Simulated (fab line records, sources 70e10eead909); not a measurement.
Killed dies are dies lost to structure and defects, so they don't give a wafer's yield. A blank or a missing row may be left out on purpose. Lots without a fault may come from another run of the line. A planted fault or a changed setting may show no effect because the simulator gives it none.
Which tool did it? | flow nand_harc | 14 lots, 42 wafers sampled, at 4 steps of a route of 1302

WHAT THE GAUGES READ, wafer by wafer
The record holds no reading of a measuring or inspecting step that can be judged against a usual standard deviation.

WHICH TOOL RAN EACH LOT (tool, then ch and the chambers of the sampled wafers, then the start)
lot  | NHARC_A_M0_CMP_23             | NHARC_A_M1_ETCH_15                 | NHARC_A_M1_DEGAS_29          | NHARC_A_M1_PRE_CLEAN_30
L447 | cmp-02 ch 1,3, day 23 16:45   | rie_diel-05 ch 1,2, day 23 18:57   | pvd_sputter-03, day 23 19:48 | pvd_sputter-03, no start
L448 | cmp-04 ch 0,1,2, day 24 06:16 | rie_diel-12 ch 0,1,3, day 24 08:35 | pvd_sputter-03, day 24 09:26 | pvd_sputter-03, no start
L451 | cmp-01 ch 0,1, day 24 09:17   | rie_diel-05 ch 0,1,3, day 24 11:24 | pvd_sputter-03, day 24 12:16 | pvd_sputter-03, no start
L453 | cmp-02 ch 2,3, day 25 11:38   | rie_diel-08 ch 0,1,2, day 25 13:52 | pvd_sputter-03, day 25 14:43 | pvd_sputter-03, no start
L454 | cmp-01 ch 0,1,2, day 26 01:00 | rie_diel-05 ch 0,1,3, day 26 03:13 | pvd_sputter-01, day 26 04:02 | pvd_sputter-01, no start
L455 | cmp-02 ch 1,2,3, day 26 03:08 | rie_diel-12 ch 1,2, day 26 05:31   | pvd_sputter-03, day 26 06:22 | pvd_sputter-03, no start
L456 | cmp-01 ch 1,2, day 27 00:45   | rie_diel-08 ch 0,1,3, day 27 03:27 | pvd_sputter-03, day 27 04:17 | pvd_sputter-03, no start
L457 | cmp-04 ch 0,2,3, day 27 07:14 | rie_diel-08 ch 0,1,2, day 27 09:46 | pvd_sputter-01, day 27 10:37 | pvd_sputter-01, no start
L458 | cmp-01 ch 1,2, day 27 08:40   | rie_diel-08 ch 2,3, day 27 10:44   | pvd_sputter-02, day 27 11:36 | pvd_sputter-02, no start
L461 | cmp-01 ch 0,2,3, day 28 08:34 | rie_diel-08 ch 0,3, day 28 10:44   | pvd_sputter-03, day 28 11:39 | pvd_sputter-03, no start
L460 | cmp-02 ch 0,1,2, day 28 09:34 | rie_diel-08 ch 1,2,3, day 28 11:49 | pvd_sputter-03, day 28 12:39 | pvd_sputter-03, no start
L459 | cmp-01 ch 0,1, day 28 14:56   | rie_diel-05 ch 0,1,2, day 28 17:09 | pvd_sputter-02, day 28 18:01 | pvd_sputter-02, no start
L468 | cmp-02 ch 1,2, day 31 21:47   | rie_diel-12 ch 0,1,3, day 32 00:00 | pvd_sputter-01, day 32 00:50 | pvd_sputter-01, no start
L467 | cmp-04 ch 0,1,2, day 32 01:40 | rie_diel-12 ch 0,1,2, day 32 03:53 | pvd_sputter-01, day 32 04:45 | pvd_sputter-01, no start
- NHARC_A_M0_CMP_23: polishes, t overpolish 20 s, target thk 113.75 nm.
- NHARC_A_M1_ETCH_15: etches the open film in C4F8/Ar, target depth 182.5 nm, time 91.2 s.
- NHARC_A_M1_DEGAS_29: time 60 s.
- NHARC_A_M1_PRE_CLEAN_30: time 30 s.

WHAT THE TOOLS THEMSELVES READ (means of the sampled wafers that have a number; where no wafer has one, the mark that the record gives instead)
NHARC_A_M0_CMP_23. Usual: motor_current_A 12.5 A, standard deviation 1; slurry_filter_dp_kPa 13.49 kPa, standard deviation 0.15; time_to_endpoint_s 30 s, standard deviation 4.
lot  | tool   | motor_current_A (A) | slurry_filter_dp_kPa (kPa) | time_to_endpoint_s (s) | flag
L447 | cmp-02 | 12.7                | 13.42                      | 36                     |
L448 | cmp-04 | 11.9                | 13.40                      | 26                     |
L451 | cmp-01 | 13.0                | 13.46                      | 26                     |
L453 | cmp-02 | 13.1                | 13.53                      | 32                     |
L454 | cmp-01 | 12.4                | 13.37                      | 26                     |
L455 | cmp-02 | 12.4                | 13.53                      | 32                     |
L456 | cmp-01 | 12.2                | 13.49                      | 28                     |
L457 | cmp-04 | 12.1                | 13.57                      | 31                     |
L458 | cmp-01 | 12.0                | 13.50                      | 29                     |
L461 | cmp-01 | 11.7                | 13.50                      | 25                     |
L460 | cmp-02 | 13.1                | 13.60                      | 33                     |
L459 | cmp-01 | 12.8                | 13.53                      | 26                     |
L468 | cmp-02 | 12.4                | 13.53                      | 38                     |
L467 | cmp-04 | 12.2                | 13.42                      | 28                     |

NHARC_A_M1_ETCH_15. Usual: chamber_pressure_mTorr 24.998 mTorr, standard deviation 0.023; oes_product_au 0.943 a.u., standard deviation 0.023; rf_fwd_power_W 595.7 W, standard deviation 1.9; rf_vpp_V 440.8 V, standard deviation 2.1.
lot  | tool        | chamber_pressure_mTorr (mTorr) | oes_product_au (a.u.) | rf_fwd_power_W (W) | rf_vpp_V (V) | flag
L447 | rie_diel-05 | 25.012                         | 0.926                 | 593.2              | 440.2        |
L448 | rie_diel-12 | 24.980                         | 0.947                 | 595.4              | 441.1        |
L451 | rie_diel-05 | 24.983                         | 0.912                 | 594.8              | 441.7        |
L453 | rie_diel-08 | 24.974                         | 0.959                 | 596.6              | 440.2        |
L454 | rie_diel-05 | 24.998                         | 0.959                 | 594.9              | 440.7        |
L455 | rie_diel-12 | 25.004                         | 0.929                 | 595.6              | 442.5        |
L456 | rie_diel-08 | 24.987                         | 0.929                 | 597.9              | 440.6        |
L457 | rie_diel-08 | 25.004                         | 0.944                 | 598.1              | 441.4        |
L458 | rie_diel-08 | 24.979                         | 0.924                 | 593.4              | 440.0        |
L461 | rie_diel-08 | 24.996                         | 0.943                 | 599.1              | 438.9        |
L460 | rie_diel-08 | 24.992                         | 0.965                 | 595.0              | 441.2        |
L459 | rie_diel-05 | 25.002                         | 0.957                 | 597.0              | 440.0        |
L468 | rie_diel-12 | 25.001                         | 0.871                 | 499.1              | 440.5        | OFF
L467 | rie_diel-12 | 25.005                         | 0.837                 | 499.5              | 442.2        | OFF

NHARC_A_M1_DEGAS_29. Usual: heater_power_w 336 W, standard deviation 30.
lot  | tool           | heater_power_w (W) | flag
L447 | pvd_sputter-03 | 336                |
L448 | pvd_sputter-03 | 345                |
L451 | pvd_sputter-03 | 320                |
L453 | pvd_sputter-03 | 314                |
L454 | pvd_sputter-01 | 363                |
L455 | pvd_sputter-03 | 340                |
L456 | pvd_sputter-03 | 321                |
L457 | pvd_sputter-01 | 333                |
L458 | pvd_sputter-02 | 327                |
L461 | pvd_sputter-03 | 329                |
L460 | pvd_sputter-03 | 327                |
L459 | pvd_sputter-02 | 316                |
L468 | pvd_sputter-01 | 340                |
L467 | pvd_sputter-01 | 358                |

NHARC_A_M1_PRE_CLEAN_30. Usual: heater_power_w 409 W, standard deviation 37.
lot  | tool           | heater_power_w (W) | flag
L447 | pvd_sputter-03 | 404                |
L448 | pvd_sputter-03 | 402                |
L451 | pvd_sputter-03 | 409                |
L453 | pvd_sputter-03 | 368                |
L454 | pvd_sputter-01 | 438                |
L455 | pvd_sputter-03 | 400                |
L456 | pvd_sputter-03 | 400                |
L457 | pvd_sputter-01 | 438                |
L458 | pvd_sputter-02 | 397                |
L461 | pvd_sputter-03 | 397                |
L460 | pvd_sputter-03 | 398                |
L459 | pvd_sputter-02 | 389                |
L468 | pvd_sputter-01 | 418                |
L467 | pvd_sputter-01 | 454                |

THE ANSWER, worked out from the rows above alone
Rule: a lot is off if the mean of its wafers that have a number lies more than 3 standard deviations from the usual mean. A lot without any number at a reading at which 4 lots or more have one is off too. The other lots that the step has rows for count as sound. The gauges are gone through in route order, then the tools' own readings, and for those a lot's mean is taken as printed above. The first step at which some lot is off is used, and at that step the reading that is off furthest; a lot without a number counts as furthest.
Off: L468, L467, at NHARC_A_M1_ETCH_15 (rf_fwd_power_W).
A tool fits if, at that step or a process step before it, it ran every lot that is off, and no sound lot after the first of them. One fits: rie_diel-12 at NHARC_A_M1_ETCH_15. Its last sound lot is L455 (day 26 05:31), its first lot that is off L468 (day 32 00:00): a fault that began between those two fits.
The tool's own readings at NHARC_A_M1_ETCH_15 bear it out: on the lots that are off they differ by more than 5 times the standard deviation of the sound lots' means. oes_product_au reads 0.854 a.u. there against 0.941 a.u. on the sound lots; rf_fwd_power_W reads 499.3 W there against 595.9 W on the sound lots.

WHAT THE SIMULATOR HAD PUT IN
Process parameter drift: rie_diel-12, from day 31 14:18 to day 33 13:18, at NHARC_A_M1_ETCH_15. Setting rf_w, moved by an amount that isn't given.
Lots struck among those shown: L468, L467. The rule above found the same.
